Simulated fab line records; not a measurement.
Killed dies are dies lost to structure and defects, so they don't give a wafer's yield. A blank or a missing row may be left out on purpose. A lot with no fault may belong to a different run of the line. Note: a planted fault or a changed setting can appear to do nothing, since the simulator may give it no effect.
fab line records    flow n5Finfet
[record] lots = 4  wafers = 12  lastDay = 19
route steps=1938 shown BEOL_M4@1069 PASSIVATION@1936
lots that met no fault: taken from a fault-free run of the same line
startH: the number of hours between the record's first day and the start of the first shown wafer of the lot    waitH: how many hours have passed since the lot's step before this one    " as in the row above    L1.1+2: a row that stands for several wafers    - no value, or no start was given    * or withheld: withheld    < > ~ a bound
route shown NAME@n: a module of which the file shows steps, and the number in the route of the first    usual: mean and standard deviation over wafers with no fault    same: alike in all rows    chamber/n: place in a boat    sites: readings site by site    _std_site: their standard deviation    _edge_site: mean of outer sites minus mean of inner sites    radiusMm: for every site, how far away it sits from the centre of the wafer    mask NAME#n: copy n    behind: the tool/chamber that last shaped the wafer    hold: reason for holding the lot/hours on hold/outcome of the hold    device: transistor that didn't switch, given as n, p or np    end of line: tests of these same wafers at the route's end    a step without rows: its recipe alone    killed: count of dies lost to structure and defects at first sort (not the wafer's yield)    map: shows each die of a wafer: x if killed, . if not, _ if none is there
set.NAME: the setting as run; set.NAME@STEP: as run at that earlier step    model.NAME: the simulator's own value behind a step, which no gauge read
lots seen at some steps along the route; tables by step, rows by wafer
services: the hour from which a tool's chamber was out of use, counted from the record's first day as startH (under 0 if before that day), plus the number of hours and why
[[steps]]
[step N5_BEOL_M4_STRIP_36]
[recipe] chemistry = N2/H2  powerW = 450  tempC = 40  pressureMtorr = 20  rfFrequencyHz = 6e+07  overashFraction = 0.3  biasPowerW = 7  h2Frac = 0.5  n2FlowSccm = 200  h2FlowSccm = 200
[step N5_BEOL_M4_TRENCH_ETCH_37]
[recipe] chemistry = C4F6/O2  targetDepthA = 555.55  target = SiOC  timeS = 29.2  ionEnergyEv = 250  pressureMtorr = 30  sourceW = 355  biasW = 185  Ar_flow_sccm = 300  C4F6_flow_sccm = 10  O2_flow_sccm = 10
[step N5_BEOL_M4_ETCH_41]
[recipe] chemistry = CH3F/O2  target = SiCN  targetDepthA = 299  taperDeg = 2  timeS = 52.5  ionEnergyEv = 120  maskMaterial = TiN  pressureMtorr = 30  sourceW = 395  biasW = 75  Ar_flow_sccm = 150  CH3F_flow_sccm = 30  O2_flow_sccm = 20
[step N5_BEOL_M4_STRIP_97]
[recipe] chemistry = N2/H2  timeS = 10  powerW = 450  tempC = 40  pressureMtorr = 20  rfFrequencyHz = 6e+07  biasPowerW = 7  n2FlowSccm = 200  h2FlowSccm = 200
[step N5_BEOL_M4_HM_STRIP_39]
[recipe] chemistry = peroxideTinStrip  material = TiN  targetDepthA = 250  tempC = 50  timeS = 158
[step N5_BEOL_M4_SRD_40]
[recipe] timeS = 30  tempC = 23  rinseLiquid = diw  dry = ipaMarangoni
[step N5_BEOL_M4_PRECLEAN_42]
[recipe] chemistry = residueRemover  timeS = 60  tempC = 40
[step N5_BEOL_M4_SRD_43]
[recipe] timeS = 30  tempC = 23  rinseLiquid = diw  dry = ipaMarangoni
[step N5_BEOL_M4_DEGAS_44]
[recipe] ambient = vacuum  tempC = 250  timeS = 60
[step N5_BEOL_M4_PRE_CLEAN_45]
[recipe] gas = H2/He  timeS = 30  tempC = 250
[step N5_BEOL_M4_ALD_84]
[recipe] material = TaN  targetThkA = *  tempC = 275  aldPrecursorFamily = PDMAT  aldCoReactant = NH3  pressureTorr = 3  carrierFlowSccm = 1500  pulseTimeS = 2  purgeTimeS = 3  coReactantPurgeTimeS = 2  coReactantPulseTimeS = 3  aldCycles = 30  precursorVesselTempC = 75  precursorVesselPressureTorr = 26.25  precursorVesselCarrierSccm = 1000
[usual] heaterPowerOuterW = 225/23  heaterPowerW = 402/38  mfcCarrierSccm = 1500/5  precursorVesselPressureTorr = 26.24/0.058
[same] purgeTimeS = 3
lot.wafer  tool         chamber  startH  waitH  heaterPowerOuterW  heaterPowerW  mfcCarrierSccm  precursorVesselPressureTorr  sinceWetCleanH
L700.1     aldMetal-01  3        191.36  0.0    199                382           1508            26.26                        4470
L700.2     "            2        "       "      233                397           1498            26.31                        4470
L700.6     "            3        "       "      198                377           1502            26.27                        -
L707.2     aldMetal-03  2        227.39  0.0    246                426           1501            26.27                        2967
L707.3     "            0        "       "      194                369           1502            26.21                        2967
L707.6     "            1        "       "      240                429           1495            26.18                        -
L717.3     aldMetal-01  3        329.34  0.2    194                377           1492            26.12                        4608
L717.5     "            1        "       "      222                376           1499            26.36                        -
L717.6     "            2        "       "      227                390           1506            26.15                        -
L719.1     aldMetal-01  0        333.88  0.0    261                475           1499            26.20                        4612
L719.2     "            1        "       "      227                373           1498            26.19                        4612
L719.6     "            0        "       "      265                481           1503            26.24                        -
[step N5_BEOL_M4_SURFACE_TREAT_85]
[recipe] gas = Ar  timeS = *  ionEnergyEv = *  ionCurrentMaCm2 = 0.5  pressureMtorr = *  arFlowSccm = 30
[step N5_BEOL_M4_CVD_47]
[recipe] material = Co  targetThkA = 30  tempC = withheld  precursor = CCTBA/H2  pressureTorr = 30  timeS = 223.8
[step N5_BEOL_M4_SPUTTER_48]
[recipe] material = Cu  targetThkA = 45  tempC = -20  chamberPressurePa = 0.07  powerW = withheld  timeS = 8.29
[step N5_BEOL_M4_ANNEAL_49]
[recipe] tempC = 400  timeS = 240  ambient = vacuum
[step N5_BEOL_M4_SPUTTER_79]
[recipe] material = Cu  targetThkA = 45  tempC = -20  chamberPressurePa = 0.07  powerW = withheld  timeS = 8.29
[step N5_BEOL_M4_ANNEAL_80]
[recipe] tempC = 400  timeS = 240  ambient = vacuum
[step N5_BEOL_M4_SPUTTER_81]
[recipe] material = Cu  targetThkA = 45  tempC = -20  chamberPressurePa = 0.07  powerW = withheld  timeS = 8.29
[step N5_BEOL_M4_ANNEAL_82]
[recipe] tempC = 400  timeS = 240  ambient = vacuum
[step N5_BEOL_M4_SPUTTER_86]
[recipe] material = Cu  targetThkA = 45  tempC = -20  chamberPressurePa = 0.07  powerW = withheld  timeS = 8.29
[step N5_BEOL_M4_ANNEAL_87]
[recipe] tempC = 400  timeS = 240  ambient = vacuum
[step N5_BEOL_M4_SPUTTER_88]
[recipe] material = Cu  targetThkA = 45  tempC = -20  chamberPressurePa = 0.07  powerW = withheld  timeS = 8.29
[step N5_BEOL_M4_ANNEAL_89]
[recipe] tempC = 400  timeS = 240  ambient = vacuum
[step N5_BEOL_M4_SPUTTER_90]
[recipe] material = Cu  targetThkA = 45  tempC = -20  chamberPressurePa = 0.07  powerW = withheld  timeS = 8.29
[step N5_BEOL_M4_ANNEAL_91]
[recipe] tempC = 400  timeS = 240  ambient = vacuum
[step N5_BEOL_M4_SPUTTER_92]
[recipe] material = Cu  targetThkA = 45  tempC = -20  chamberPressurePa = 0.07  powerW = withheld  timeS = 8.29
[step N5_BEOL_M4_ANNEAL_93]
[recipe] tempC = 400  timeS = 240  ambient = vacuum
[step N5_BEOL_M4_SPUTTER_94]
[recipe] material = Cu  targetThkA = 45  tempC = -20  chamberPressurePa = 0.07  powerW = withheld  timeS = 8.29
[step N5_BEOL_M4_ANNEAL_95]
[recipe] tempC = 400  timeS = 240  ambient = vacuum
[step N5_BEOL_M4_SPUTTER_96]
[recipe] material = Cu  targetThkA = 45  tempC = -20  chamberPressurePa = 0.07  powerW = withheld  timeS = 8.29
[step N5_BEOL_M4_ECD_50]
[recipe] material = Cu  targetThkA = 3000
[step N5_BEOL_M4_ANNEAL_51]
[recipe] tempC = 225  timeS = 90  ambient = N2
[step N5_BEOL_M4_CMP_52]
[recipe] stopOn = SiOC  tOverpolishS = 6.8  downForcePsi = 1  platenRpm = 50  clearingPlatenDownForcePsi = 1.5  clearingPlatenRpm = 50  postCmpClean = cuAlkaline  targetThkNm = 40  clearingPlatenPadVelocityMS = 0.99484  padVelocityMS = 0.99484
[step N5_BEOL_M4_PRE_CLEAN_60]
[recipe] gas = NH3/H2  timeS = 15  tempC = *  rfPowerW = 300
[step N5_BEOL_M4_CO_CAP_55]
[recipe] material = Co  targetThkA = 20  tempC = 200  precursor = CCTBA/H2  pressureTorr = 30  timeS = 102.1
[step N5_BEOL_M4_PRE_CLEAN_56]
[recipe] gas = NH3  timeS = 15  tempC = withheld  rfPowerW = 300
[step N5_BEOL_M4_DEP_57]
[recipe] material = SiCN  targetThkA = 80  tempC = withheld  precursor = 3MS/NH3  pressureTorr = 3  rfW = 202  timeS = 14
[step N5_BEOL_M4_RC_MEAS_101]
[usual] COMB_M4_max_site = 7.9e-11/1.7e-11  DIBL_N = 36.8/1.9  DIBL_P = 36.5/2.1  IOFF_N = 0.17/0.038  IOFF_P = 0.22/0.039  ION_N = 675/12  ION_P = 463/7.4  SS_N = 71.6/0.71  SS_P = 73.4/0.72  VT_N = 249/3.3  VT_P = -250/3.3
lot.wafer  tool       chamber  startH  waitH  COMB_M4_max_site[S/m]  DIBL_N[mV/V]  DIBL_P[mV/V]  IOFF_N[nA/um]  IOFF_P[nA/um]  ION_N[uA/um]  ION_P[uA/um]  SS_N[mV/dec]  SS_P[mV/dec]  VT_N[mV]  VT_P[mV]
L700.1     prober-02  0        194.75  0.0    8.9e-11                37.4          37.4          0.18           0.26           677           465           71.4          73.9          246       -246
L700.2     "          0        "       "      7.6e-11                35.9          36.1          0.14           0.22           671           466           71.0          73.4          252       -248
L700.6     "          0        "       "      6e-11                  37.5          37.3          0.17           0.25           679           466           71.7          73.8          248       -249
L707.2     prober-01  0        230.94  0.2    1.07e-10               36.1          37.0          0.16           0.23           656           454           72.2          73.0          250       -247
L707.3     "          0        "       "      6e-11                  36.2          36.3          0.17           0.23           664           460           71.8          73.9          251       -248
L707.6     "          0        "       "      8.8e-11                36.7          35.8          0.17           0.22           664           464           72.7          73.6          250       -248
L717.3     prober-02  0        333.44  0.3    6.3e-11                39.0          38.1          0.21           0.23           686           467           72.6          73.8          246       -249
L717.5     "          0        "       "      1.87e-10               39.8          39.1          0.25           0.25           690           468           71.9          73.6          243       -246
L717.6     "          0        "       "      1.11e-10               38.5          38.0          0.21           0.24           699           473           71.6          72.8          245       -247
L719.1     prober-01  0        338.00  0.0    8.9e-11                35.7          35.7          0.14           0.19           665           455           70.9          72.9          249       -252
L719.2     "          0        "       "      1.58e-10               39.7          40.1          0.23           0.28           700           469           73.4          73.6          246       -249
L719.6     "          0        "       "      1.21e-10               37.6          39.0          0.18           0.23           674           461           72.3          73.2          247       -248
[step N5_PASSIVATION_PROBE_49]
[usual] defectLimitedYield = 91.3/1.4  killed_at_M0_to_M3 = 33/11  killed_at_M4_up = 15/6.2  killedAtContacts = 13/6.5  killedAtFrontEnd = 38/11  killedAtOther = 3.4/2.6  killedDies = 102/17  killedOpen = 67/12  killedShort = 34/7.9  sort_bin_4_leakage = 0.00/0.022  sort_bin_5_function = 5.1/0.88  sort_bin_6_memory = 3.3/0.65  sortNPass = 1078/17  sortYieldPct = 91.3/1.4
[same] grossDies = 1180  killedAtBackSide = 0  sort_bin_8_speed[%] = 0
lot.wafer  tool       chamber  startH  waitH  defectLimitedYield[%]  killed_at_M0_to_M3  killed_at_M4_up  killedAtContacts  killedAtFrontEnd  killedAtOther  killedDies  killedOpen  killedShort  sort_bin_4_leakage[%]  sort_bin_5_function[%]  sort_bin_6_memory[%]  sortNPass  sortYieldPct[%]
L700.1     prober-02  -        315.73  0.0    93.0                   24                  13               10                29                7              83          53          29           0                      3.7                     3.1                   1097       93.0
L700.2     prober-02  -        315.78  0.1    91.9                   33                  15               14                30                3              95          72          23           0                      4.7                     3.1                   1085       91.9
L700.6     prober-02  -        315.98  0.3    92.3                   26                  11               12                39                3              91          62          28           0                      3.2                     4.1                   1089       92.3
L707.2     prober-02  -        340.72  0.4    90.0                   49                  6                11                51                1              118         76          38           0                      5.7                     3.9                   1062       90.0
L707.3     prober-02  -        340.77  0.4    89.5                   52                  13               1                 56                2              124         78          44           0                      6.3                     3.6                   1056       89.5
L707.6     prober-02  -        340.92  0.6    90.3                   57                  8                4                 40                5              114         69          43           0                      5.3                     4.2                   1066       90.3
L717.3     prober-02  -        435.94  0.1    90.2                   37                  13               9                 55                2              116         84          29           0                      5.8                     3.6                   1064       90.2
L717.5     prober-02  -        436.04  0.2    87.2                   63                  18               21                47                2              151         107         36           0.59                   7.3                     4.6                   1029       87.2
L717.6     prober-02  -        436.09  0.3    90.6                   39                  17               14                36                5              111         79          29           0                      6.3                     2.8                   1069       90.6
L719.1     prober-02  -        455.74  0.0    91.3                   33                  26               13                28                3              103         75          25           0                      4.6                     3.9                   1077       91.3
L719.2     prober-02  -        455.79  0.1    90.3                   37                  32               5                 37                3              114         71          32           0.76                   5.3                     3.4                   1066       90.3
L719.6     prober-02  -        455.99  0.3    94.2                   22                  17               6                 23                0              68          46          19           0                      3.5                     2.2                   1112       94.2
// killed by level:class
L700.1 FIN_SAQP:geometricParticle:open=9 FIN_SAQP:geometricParticle:short=8 BEOL_M0_SAQP:geometricParticle:open=7 MOL_CONTACT_COAG:geometricParticle:open=6 BEOL_M0_SAQP:geometricParticle:short=6 GATE_CUT:geometricParticle:short=5 BEOL_M0:geometricParticle:open=4 BEOL_M4:geometricParticle:open=4
L700.2 BEOL_M0_SAQP:geometricParticle:open=14 FIN_SAQP:geometricParticle:open=11 BEOL_M3:geometricParticle:open=11 MOL_CONTACT_COAG:geometricParticle:open=10 FIN_SAQP:geometricParticle:short=6 BEOL_M0_SAQP:geometricParticle:short=5 BEOL_M4:geometricParticle:open=5 MOL_CONTACT_COAG:geometricParticle:short=4
L700.6 FIN_SAQP:geometricParticle:open=16 MOL_CONTACT_COAG:geometricParticle:open=10 BEOL_M0_SAQP:geometricParticle:short=8 FIN_SAQP:geometricParticle:short=7 BEOL_M0_SAQP:geometricParticle:open=7 BEOL_M3:geometricParticle:open=5 STI_FIN_REVEAL:geometricParticle:open=3 GATE_CUT:geometricParticle:short=3
L707.2 FIN_SAQP:geometricParticle:short=14 BEOL_M0_SAQP:geometricParticle:open=13 BEOL_M1:geometricParticle:open=11 BEOL_M0_SAQP:geometricParticle:short=10 MOL_CONTACT_COAG:geometricParticle:open=9 FIN_SAQP:geometricParticle:open=8 BEOL_M3:geometricParticle:open=7 STI_FIN_REVEAL:geometricParticle:open=5
L707.3 BEOL_M3:geometricParticle:open=14 FIN_SAQP:geometricParticle:short=12 FIN_SAQP:geometricParticle:open=12 GATE_CUT:geometricParticle:short=9 BEOL_M0_SAQP:geometricParticle:short=9 BEOL_M1:geometricParticle:open=9 STI_FIN_REVEAL:geometricParticle:open=8 BEOL_M0_SAQP:geometricParticle:open=7
L707.6 BEOL_M0_SAQP:geometricParticle:short=20 BEOL_M0_SAQP:geometricParticle:open=15 FIN_SAQP:geometricParticle:short=10 FIN_SAQP:geometricParticle:open=10 BEOL_M3:geometricParticle:open=10 BEOL_M1:geometricParticle:open=8 STI_FIN_REVEAL:geometricParticle:open=7 MOL_CONTACT_COAG:geometricParticle:open=4
L717.3 FIN_SAQP:geometricParticle:open=20 BEOL_M3:geometricParticle:open=17 STI_FIN_REVEAL:geometricParticle:open=9 BEOL_M2:geometricParticle:open=8 FIN_SAQP:geometricParticle:short=6 MOL_CONTACT_COAG:geometricParticle:open=6 BEOL_M1:geometricParticle:open=5 BEOL_M4:geometricParticle:open=5
L717.5 MOL_CONTACT_COAG:geometricParticle:open=17 BEOL_M2:geometricParticle:open=16 FIN_SAQP:geometricParticle:open=15 BEOL_M1:geometricParticle:open=10 BEOL_M0_SAQP:geometricParticle:open=10 BEOL_M0_SAQP:geometricParticle:short=9 BEOL_M3:geometricParticle:open=9 M4:areaAld=7
L717.6 FIN_SAQP:geometricParticle:open=10 MOL_CONTACT_COAG:geometricParticle:open=10 BEOL_M3:geometricParticle:open=9 BEOL_M2:geometricParticle:open=7 BEOL_M0:geometricParticle:open=6 STI_FIN_REVEAL:geometricParticle:open=5 DUMMY_GATE:geometricParticle:open=5 BEOL_M1:geometricParticle:open=5
L719.1 BEOL_M4:geometricParticle:open=16 MOL_CONTACT_COAG:geometricParticle:open=12 FIN_SAQP:geometricParticle:open=8 BEOL_M0_SAQP:geometricParticle:open=8 BEOL_M0_SAQP:geometricParticle:short=6 STARTING-WAFER:geometricParticle:open=6 DUMMY_GATE:geometricParticle:open=5 BEOL_M3:geometricParticle:open=4
L719.2 FIN_SAQP:geometricParticle:open=15 BEOL_M4:geometricParticle:open=12 M4:areaAld=9 BEOL_M3:geometricParticle:open=7 BEOL_M0_SAQP:geometricParticle:open=6 BEOL_M2:geometricParticle:open=5 MOL_CONTACT_COAG:geometricParticle:open=5 BEOL_M0:geometricParticle:open=5
L719.6 FIN_SAQP:geometricParticle:open=6 BEOL_M0_SAQP:geometricParticle:short=6 BEOL_M4:geometricParticle:open=6 MOL_CONTACT_COAG:geometricParticle:open=5 BEOL_M1:geometricParticle:open=5 BEOL_M5:geometricParticle:open=5 DUMMY_GATE:geometricParticle:open=4 BEOL_M2:geometricParticle:open=4
// map L717.5 (x killed, . not)
_________________.xx.....x...________________
______________......x...x......._____________
___________x...x.x..............xx.__________
__________xx...........x............_________
________...x...x.x.......x...x.....x.._______
_______.........x..x.....x.............______
______..xx....x....x......x.......x....._____
_____...........x..x...........x.........____
____.x...x....................x.x....x....___
___......................xx................__
___....x......x............................__
__...................x.....................x_
__......x....x......x...x............x......_
_x.........x......x........x..xx..........xx.
_...x.....x.................x...xx......x....
_................x.............x.............
_.....x....x.......................x.......x.
_..x............x......x.xxx...x.............
_xx..x.x......xx........x.....x..x.xx........
_..................................x.x.x....x
_..................................x......x..
__............x............x.....x.x.xxx...._
__......x...x.....x..........x..x....x......_
___..........x.............x.xx.......x....__
___x.........x...x.......x.......x.........__
____.x............................x.......___
_____...x.....x..x.....x............x..xx____
______........x............x.......x...x_____
_______.........x.x............x...x...______
________...x...........x...x..x.....x._______
__________..........x......xx....x.x_________
___________..x....xx..x............__________
______________x.....x.......x..._____________
_________________x.x.x.......________________
// map L719.2 (x killed, . not)
_________________.x.........x________________
______________.x...........x...._____________
___________..........x...x.........__________
__________..........x..............._________
________.x.xxx....x..........x........_______
_______......................xxx......x______
______........x......x..x............x.._____
_____...x.............x...........x...xx.____
____........................x........x...x___
___..x...x..........xx.....x.....x.........__
___x......................x................__
__.....x............x...............x......._
__..x...................x....x.....x.....x.._
_..................................x...x.....
_.....x..x....x..............................
_................x..........x................
_..x..................x.................x..x.
_.x....x............x......x.............x..x
_..............x.x..........................x
_.................x..........x.......x.x.....
_x............x.......x......x.........x.....
__.x....x..x.....x............x.........x..._
__........x.x...............x..........xx..._
___...................x..........x..x......__
___....................x........x.x........__
____.......x..x.............x....x........___
_____...x...x..............x....x........____
______..x..........................x...._____
_______x................x...........x..______
________.....................x......x._______
__________.....................x...x_________
___________x.x.........x........x..__________
______________...x.............._____________
_________________......x.....________________
[[services]]
tool         chamber  startH  hours  kind
aldMetal-03  -        177.15  0.4    repair
aldMetal-01  -        220.67  1.1    repair
aldMetal-03  -        272.09  0.4    repair
aldMetal-03  3        325.61  6.2    repair
[[key]]
[firstSign] step = N5_BEOL_M4_RC_MEAS_101  reading = COMB_M4_max_site  direction = up  sigmas = 5.6  usual = 7.9e-11  struck = 1.73e-10
[effect] step = N5_PASSIVATION_PROBE_49  reading = sort_bin_4_leakage  direction = up  sigmas = 8  usual = 0.00  struck = 0.68
metAt N5_BEOL_M4_ALD_84
struckWafers L717.5,L719.2
[fault] kind = siteProfileDrift  tool = aldMetal-01  chamber = 1  onsetH = 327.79  steps = N5_BEOL_M4_ALD_84  basis = fraction  maxAbsDrift = 0.25091  slopeSharePerHr = 55.757  sitePattern = 0,0,0,0,0,-1,-1,-1,-1
